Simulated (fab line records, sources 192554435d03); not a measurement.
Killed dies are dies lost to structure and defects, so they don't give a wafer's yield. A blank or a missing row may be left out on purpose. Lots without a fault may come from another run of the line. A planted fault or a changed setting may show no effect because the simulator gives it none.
Chamber matching | flow n5_finfet | N5_BEOL_M13_DESCUM_15 on rie_diel-06: 4 sister chambers
The step chemistry O2, time 7.9 s. 16 wafers are shown with their chamber, then 8 later ones without.

WAFERS WITH THEIR CHAMBER
wafer  | chamber | showerhead_plenum_p_Torr (Torr) | drypump_motor_current_A (A) | throttle_valve_pct (%)
L077.2 | 2       | 2.15                            | 6.3                         | 20.77
L077.3 | 3       | 1.99                            | 5.7                         | 20.62
L077.4 | 0       | 2.19                            | 6.1                         | 20.24
L083.3 | 0       | 2.19                            | 6.1                         | 20.24
L083.4 | 1       | 2.09                            | 5.3                         | 20.97
L083.6 | 3       | 1.99                            | 5.7                         | 20.64
L085.3 | 1       | 2.09                            | 5.4                         | 20.98
L085.4 | 3       | 1.99                            | 5.7                         | 20.64
L085.5 | 2       | 2.15                            | 6.2                         | 20.43
L086.3 | 1       | 2.09                            | 5.4                         | 20.97
L086.5 | 0       | 2.19                            | 6.1                         | 20.26
L086.6 | 3       | 1.99                            | 5.7                         | 20.66
L089.3 | 0       | 2.19                            | 6.1                         | 20.25
L089.5 | 3       | 1.98                            | 5.7                         | 20.66
L089.6 | 2       | 2.15                            | 6.2                         | 20.43
L087.2 | 0       | 2.18                            | 6.2                         | 20.28

SIGNATURES (means of the wafers above)
reading                  | chamber 0 | chamber 1 | chamber 2 | chamber 3 | scatter within a chamber
showerhead_plenum_p_Torr | 2.1880    | 2.0900    | 2.1500    | 1.9880    | 0.00365
drypump_motor_current_A  | 6.120     | 5.367     | 6.233     | 5.700     | 0.0422
throttle_valve_pct       | 20.2540   | 20.9733   | 20.5433   | 20.6440   | 0.0813
Rule: a wafer's distance from a chamber is the root of the sum, over the readings, of the square of ((its reading less the chamber's mean) divided by the reading's scatter). The wafer belongs to the nearest chamber; if the next one is less than 2 further off, it can't be placed. The scatter: the root of (the sum of the squares of (reading less its chamber's mean) over the shown wafers, divided by (wafers less chambers)).

WAFERS WITHOUT THEIR CHAMBER
wafer  | showerhead_plenum_p_Torr (Torr) | drypump_motor_current_A (A) | throttle_valve_pct (%)
L087.3 | 1.98                            | 5.7                         | 20.69
L087.5 | 2.18                            | 6.2                         | 20.28
L090.1 | 2.18                            | 6.1                         | 20.27
L090.5 | 1.98                            | 5.7                         | 20.66
L090.6 | 2.18                            | 6.1                         | 20.30
L092.1 | 2.09                            | 5.3                         | 20.99
L092.2 | 2.18                            | 6.1                         | 20.29
L092.4 | 2.09                            | 5.3                         | 20.98

WHICH CHAMBER EACH WENT THROUGH
wafer  | from the rows above | in truth
L087.3 | 3                   | 3
L087.5 | 0                   | 0
L090.1 | 0                   | 0
L090.5 | 3                   | 3
L090.6 | 0                   | 0
L092.1 | 1                   | 1
L092.2 | 0                   | 0
L092.4 | 1                   | 1
Placed correctly: 8 of 8. Can't be placed from these rows: 0. Placed wrongly: 0.
